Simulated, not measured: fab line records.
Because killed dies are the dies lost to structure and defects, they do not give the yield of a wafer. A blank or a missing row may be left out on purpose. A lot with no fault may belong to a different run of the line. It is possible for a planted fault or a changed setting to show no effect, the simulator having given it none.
Chamber matching | flow nand-harc | NHARC_A_M1_DESCUM_14 on rie-diel-04: 4 sister chambers
The step chemistry O2, time 3 s. 24 wafers are shown with their chamber, then 12 later ones without.

## EACH WAFER AND ITS CHAMBER
wafer  | chamber | drypump-motor-current-A (A) | showerhead-plenum-p-Torr (Torr) | oes-product-au (a.u.)
L079.2 | 0       | 6.0                         | 1.80                            | 1.012
L079.3 | 2       | 5.1                         | 1.96                            | 1.018
L079.6 | 3       | 6.4                         | 1.86                            | 1.022
L080.2 | 3       | 6.5                         | 1.86                            | 1.013
L080.4 | 2       | 5.1                         | 1.96                            | 1.010
L080.6 | 2       | 5.1                         | 1.96                            | 1.017
L082.1 | 2       | 5.1                         | 1.96                            | 1.017
L082.3 | 0       | 6.0                         | 1.80                            | 1.014
L082.5 | 3       | 6.4                         | 1.86                            | 1.008
L083.1 | 1       | 6.1                         | 1.84                            | 0.992
L083.3 | 3       | 6.4                         | 1.86                            | 1.010
L083.5 | 2       | 5.1                         | 1.96                            | 1.018
L084.1 | 0       | 6.0                         | 1.80                            | 1.024
L084.2 | 3       | 6.4                         | 1.86                            | 1.005
L084.6 | 0       | 6.0                         | 1.80                            | 1.023
L088.2 | 3       | 6.4                         | 1.86                            | 1.012
L088.3 | 2       | 5.1                         | 1.95                            | 1.013
L088.6 | 3       | 6.4                         | 1.86                            | 1.011
L093.1 | 2       | 5.1                         | 1.95                            | 0.999
L093.2 | 0       | 5.9                         | 1.80                            | 0.999
L093.3 | 3       | 6.4                         | 1.86                            | 1.005
L093.4 | 1       | 6.1                         | 1.83                            | 0.980
L093.5 | 3       | 6.4                         | 1.86                            | 0.996
L093.6 | 0       | 6.0                         | 1.80                            | 1.008

SIGNATURES (means of the wafers above)
reading                  | chamber 0 | chamber 1 | chamber 2 | chamber 3 | scatter within a chamber
drypump-motor-current-A  | 5.983     | 6.100     | 5.100     | 6.411     | 0.0293
showerhead-plenum-p-Torr | 1.8000    | 1.8350    | 1.9571    | 1.8600    | 0.00311
oes-product-au           | 1.01333   | 0.98600   | 1.01314   | 1.00911   | 0.00776
Rule: a wafer's distance from a chamber is the root of the sum, over the readings, of the square of ((its reading less the chamber's mean) divided by the reading's scatter). If the next closest chamber is less than 2 further off than the closest, the wafer can't be placed; otherwise it belongs to the closest. The scatter: take each reading less its chamber's mean, square it, sum over the shown wafers, divide by the number of wafers less the number of chambers, and take the root.

## WAFERS WHOSE CHAMBER IS MISSING
wafer  | drypump-motor-current-A (A) | showerhead-plenum-p-Torr (Torr) | oes-product-au (a.u.)
L092.1 | 6.4                         | 1.86                            | 1.016
L092.3 | 6.0                         | 1.80                            | 0.990
L092.4 | 5.1                         | 1.95                            | 1.007
L096.2 | 6.4                         | 1.86                            | 1.011
L096.4 | 6.1                         | 1.83                            | 0.993
L096.5 | 6.0                         | 1.80                            | 1.006
L097.2 | 6.1                         | 1.83                            | 0.994
L097.4 | 5.1                         | 1.95                            | 1.022
L097.6 | 6.0                         | 1.80                            | 1.011
L095.1 | 6.4                         | 1.86                            | 1.002
L095.3 | 6.1                         | 1.80                            | 1.011
L095.6 | 6.0                         | 1.80                            | 1.014

## THE CHAMBER EACH PASSED THROUGH
wafer  | from the rows above | in truth
L092.1 | 3                   | 3
L092.3 | 0                   | 0
L092.4 | 2                   | 2
L096.2 | 3                   | 3
L096.4 | 1                   | 1
L096.5 | 0                   | 0
L097.2 | 1                   | 1
L097.4 | 2                   | 2
L097.6 | 0                   | 0
L095.1 | 3                   | 3
L095.3 | 0                   | 0
L095.6 | 0                   | 0
Correct placement for 12 of the 12. Left unplaced by these rows: 0. Number placed wrongly: 0.
